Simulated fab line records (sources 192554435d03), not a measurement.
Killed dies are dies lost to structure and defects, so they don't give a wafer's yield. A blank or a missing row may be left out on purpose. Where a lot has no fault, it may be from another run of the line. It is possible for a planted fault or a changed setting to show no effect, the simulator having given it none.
Which tool did it?    flow n5 finfet    27 wafers from 9 lots sampled at 5 of the route's 1938 steps

WHAT THE GAUGES SHOWED, per wafer
N5_BEOL_M4_RC_MEAS_101. Usual: DIBL_N 36.4 mV/V, standard deviation 1.6; DIBL_P 36.2 mV/V, standard deviation 1.8; IOFF_N 0.159 nA/um, standard deviation 0.029; IOFF_P 0.21 nA/um, standard deviation 0.034; ION_N 670 uA/um, standard deviation 12; ION_P 459 uA/um, standard deviation 8.2; SS_N 71.5 mV/dec, standard deviation 0.59; SS_P 73.2 mV/dec, standard deviation 0.54; VT_N 250 mV, standard deviation 3.3; VT_P -250 mV, standard deviation 3.7.
lot   measured      on         DIBL_N (mV/V)   DIBL_P (mV/V)   IOFF_N (nA/um)     IOFF_P (nA/um)  ION_N (uA/um)  ION_P (uA/um)  SS_N (mV/dec)   SS_P (mV/dec)   VT_N (mV)    VT_P (mV)       flag
L938  day 8 17:43   prober-02  34.2 34.8 36.8  33.1 34.2 35.6  0.127 0.133 0.163  0.17 0.19 0.21  658 660 668    450 454 462    71.2 70.8 72.0  73.0 73.5 72.5  253 252 252  -252 -252 -250  
L939  day 9 12:06   prober-02  34.8 37.0 36.3  33.3 35.7 34.5  0.133 0.170 0.144  0.20 0.24 0.22  674 685 658    465 464 459    70.2 71.5 71.6  73.3 72.6 73.3  252 248 252  -249 -247 -247  
L943  day 10 00:43  prober-01  35.7 37.6 37.2  36.0 38.7 38.2  0.152 0.200 0.187  0.24 0.28 0.27  668 680 688    469 470 472    71.6 71.9 72.0  73.0 73.7 74.3  248 246 244  -247 -248 -246  
L945  day 11 16:36  prober-01  35.4 34.2 36.1  35.6 34.4 38.2  0.146 0.130 0.167  0.17 0.15 0.20  671 657 672    458 442 455    71.8 72.3 72.0  72.9 72.1 73.4  250 255 249  -255 -256 -251  
L946  day 10 09:16  prober-01  38.3 38.0 38.2  37.5 36.8 37.1  0.176 0.173 0.184  0.27 0.24 0.26  669 692 678    462 473 468    71.5 71.6 71.8  74.3 73.7 74.1  248 247 247  -245 -248 -243  
L949  day 12 08:26  prober-01  36.2 36.7 35.9  35.0 34.4 33.1  0.141 0.149 0.131  0.21 0.19 0.19  664 656 669    462 459 460    71.5 71.7 70.6  73.0 72.9 72.8  252 253 250  -249 -251 -251  
L956  day 13 05:46  prober-02  39.8 34.7 37.9  38.1 34.4 36.6  0.211 0.128 0.181  0.25 0.20 0.24  673 667 677    456 459 458    72.7 70.1 72.7  74.5 72.9 73.4  243 251 246  -251 -249 -248  
L957  day 13 16:05  prober-02  39.1 38.5 39.0  37.3 36.3 38.0  0.199 0.188 0.196  0.22 0.21 0.25  683 695 679    460 470 462    71.9 71.4 71.4  73.5 73.1 73.4  247 245 245  -250 -250 -246  
L958  day 13 23:15  prober-02  35.5 38.6 36.9  34.9 39.7 37.1  0.113 0.190 0.152  0.14 0.20 0.16  649 673 675    443 453 455    71.2 72.2 71.9  72.3 73.7 72.9  257 250 251  -262 -253 -258  

WHAT TOOL EACH LOT RAN ON (gives the tool, then ch and the chambers of the sampled wafers, and finally the start)
lot   N5_MOL_CONTACT_COAG_ETCH_110       N5_MOL_CONTACT_COAG_SPUTTER_143  N5_MOL_CONTACT_COAG_CMP_23     N5_MOL_CONTACT_COAG_COAT_77
L938  rie diel-01 ch 2,3, day 5 04:16    pvd sputter-01, day 5 07:30      cmp-02 ch 0,1,3, day 5 11:29   litho track-02 ch 0, day 5 15:32
L939  rie diel-01 ch 0,2,3, day 5 07:04  pvd sputter-02, day 5 10:57      cmp-01 ch 0,3, day 5 14:51     litho track-02 ch 0, day 5 18:43
L943  rie diel-01 ch 1,2,3, day 6 07:24  pvd sputter-03, day 6 10:08      cmp-02 ch 0,1, day 6 15:13     litho track-02 ch 0, day 6 18:52
L945  rie diel-06 ch 0,2,3, day 6 20:18  pvd sputter-02, day 6 23:04      cmp-02 ch 0,2,3, day 7 02:32   litho track-02 ch 0, day 7 05:47
L946  rie diel-03 ch 0,1, day 7 02:42    pvd sputter-02, day 7 06:00      cmp-01 ch 1,2,3, day 7 09:48   litho track-02 ch 0, day 7 13:01
L949  rie diel-06 ch 1,3, day 8 01:26    pvd sputter-02, day 8 05:01      cmp-01 ch 0,2,3, day 8 07:52   litho track-03 ch 0, day 8 11:28
L956  rie diel-03 ch 0,2, day 9 12:25    pvd sputter-03, day 9 15:43      cmp-01 ch 0,2,3, day 9 19:23   litho track-03 ch 0, day 9 22:40
L957  rie diel-06 ch 1,2,3, day 9 18:23  pvd sputter-03, day 9 22:10      cmp-02 ch 0,3, day 10 00:53    litho track-05 ch 0, day 10 04:10
L958  rie diel-03 ch 0,2,3, day 9 22:37  pvd sputter-01, day 10 01:20     cmp-02 ch 0,1,3, day 10 04:31  litho track-03 ch 0, day 10 07:44
- N5_MOL_CONTACT_COAG_ETCH_110: etches Si in CF4/O2, target depth 2.5 nm, time 8 s.
- N5_MOL_CONTACT_COAG_SPUTTER_143: material Co, target thk 2.5 nm.
- N5_MOL_CONTACT_COAG_CMP_23: polishes, stops on SiO2, t overpolish 1.5 s, target thk 0 nm.
- N5_MOL_CONTACT_COAG_COAT_77: time 60 s, resist thk 10 nm.

WHAT THE TOOLS THEMSELVES READ (means of the sampled wafers that have a number; where no wafer has one, the mark that the record gives instead)
N5_MOL_CONTACT_COAG_ETCH_110. Usual: drypump motor current A 5.7 A, standard deviation 0.42; oes_f_703_au 0.79 a.u., standard deviation 0.091; oes product au 0.80 a.u., standard deviation 0.096; rf vpp V 128.0 V, standard deviation 2.3; showerhead plenum p Torr 2.21 Torr, standard deviation 0.07; throttle valve pct 10.76 %, standard deviation 0.29.
lot   tool         drypump motor current A (A)  oes_f_703_au (a.u.)  oes product au (a.u.)  rf vpp V (V)  showerhead plenum p Torr (Torr)  throttle valve pct (%)  flag
L938  rie diel-01  5.6                          0.73                 0.73                   126.2         2.21                             10.79                   
L939  rie diel-01  5.6                          0.73                 0.74                   127.5         2.25                             10.79                   
L943  rie diel-01  5.5                          0.73                 0.72                   127.4         2.18                             10.97                   
L945  rie diel-06  5.8                          0.79                 0.80                   129.1         2.21                             10.80                   
L946  rie diel-03  5.6                          0.72                 0.70                   127.9         2.24                             11.11                   
L949  rie diel-06  5.5                          0.93                 0.94                   125.4         2.18                             10.34                   
L956  rie diel-03  5.5                          0.76                 0.78                   129.3         2.21                             10.81                   
L957  rie diel-06  5.5                          0.89                 0.92                   126.6         2.20                             10.43                   
L958  rie diel-03  5.9                          0.79                 0.80                   129.5         2.27                             10.70                   

N5_MOL_CONTACT_COAG_SPUTTER_143. Usual: substrate temp c 25.00 C, standard deviation 0.11; throttle valve pct 29.9 %, standard deviation 0.77.
lot   tool            substrate temp c (C)  throttle valve pct (%)  flag
L938  pvd sputter-01  24.99                 30.4                    
L939  pvd sputter-02  25.00                 29.6                    
L943  pvd sputter-03  25.04                 28.7                    
L945  pvd sputter-02  25.04                 30.1                    
L946  pvd sputter-02  24.99                 30.1                    
L949  pvd sputter-02  25.07                 30.0                    
L956  pvd sputter-03  25.05                 29.6                    
L957  pvd sputter-03  24.96                 29.9                    
L958  pvd sputter-01  25.04                 30.9                    

N5_MOL_CONTACT_COAG_CMP_23. Usual: edge zone pressure frac 1.000, standard deviation 0.0052; motor current A 8.1 A, standard deviation 1.1; overpolish run s 1.500 s, standard deviation 0.0082; time to endpoint s 8.8 s, standard deviation 2.5.
lot   tool    edge zone pressure frac  motor current A (A)  overpolish run s (s)  time to endpoint s (s)  flag
L938  cmp-02  1.002                    9.0                  1.501                 6.4                     
L939  cmp-01  1.001                    8.2                  1.507                 11.1                    
L943  cmp-02  0.999                    9.0                  1.497                 4.7                     
L945  cmp-02  1.001                    7.9                  1.500                 7.0                     
L946  cmp-01  0.997                    7.8                  1.497                 10.4                    
L949  cmp-01  1.004                    8.1                  1.505                 8.3                     
L956  cmp-01  1.005                    8.4                  1.497                 9.4                     
L957  cmp-02  1.004                    7.8                  1.506                 6.5                     
L958  cmp-02  0.999                    8.8                  1.500                 8.5                     

N5_MOL_CONTACT_COAG_COAT_77. Usual: 1500.0 rpm for spin speed rpm, sd 1.
lot   tool            spin speed rpm (rpm)  flag
L938  litho track-02  1499.1                
L939  litho track-02  1500.4                
L943  litho track-02  1501.3                
L945  litho track-02  1389.2                OFF
L946  litho track-02  1388.9                OFF
L949  litho track-03  1499.4                
L956  litho track-03  1501.1                
L957  litho track-05  1498.9                
L958  litho track-03  1500.7                

THE ANSWER, worked out from the rows above alone
Rule: a lot is off if the mean of its wafers that have a number lies more than 3 standard deviations from the usual mean. Also off: a lot with no number at a reading for which 4 or more lots have one. Any other lot the step has rows for is counted as sound. Order of review: gauges by route order, followed by the tools' own readings, for which a lot's mean as printed above is used. The first step at which some lot is off is used, and at that step the reading that is off furthest; a lot without a number counts as furthest.
Off at N5_MOL_CONTACT_COAG_COAT_77 (spin speed rpm): L945, L946.
A tool fits if, at that step or a process step before it, it ran every lot that is off, and no sound lot after the first of them. One candidate fits, namely litho track-02 at N5_MOL_CONTACT_COAG_COAT_77. Its last sound lot is L943 (day 6 18:52), its first lot that is off L945 (day 7 05:47): a fault that began between those two fits.
The tool's own readings at N5_MOL_CONTACT_COAG_COAT_77 bear it out: on the lots that are off they differ by more than 5 times the standard deviation of the sound lots' means. spin speed rpm reads 1389.1 rpm there against 1500.1 rpm on the sound lots.

WHAT HAD BEEN PUT IN BY THE SIMULATOR
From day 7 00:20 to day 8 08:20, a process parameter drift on litho track-02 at N5_MOL_CONTACT_COAG_COAT_77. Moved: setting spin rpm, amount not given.
Struck lots among those shown: L946, L945. The same result came from the rule above.
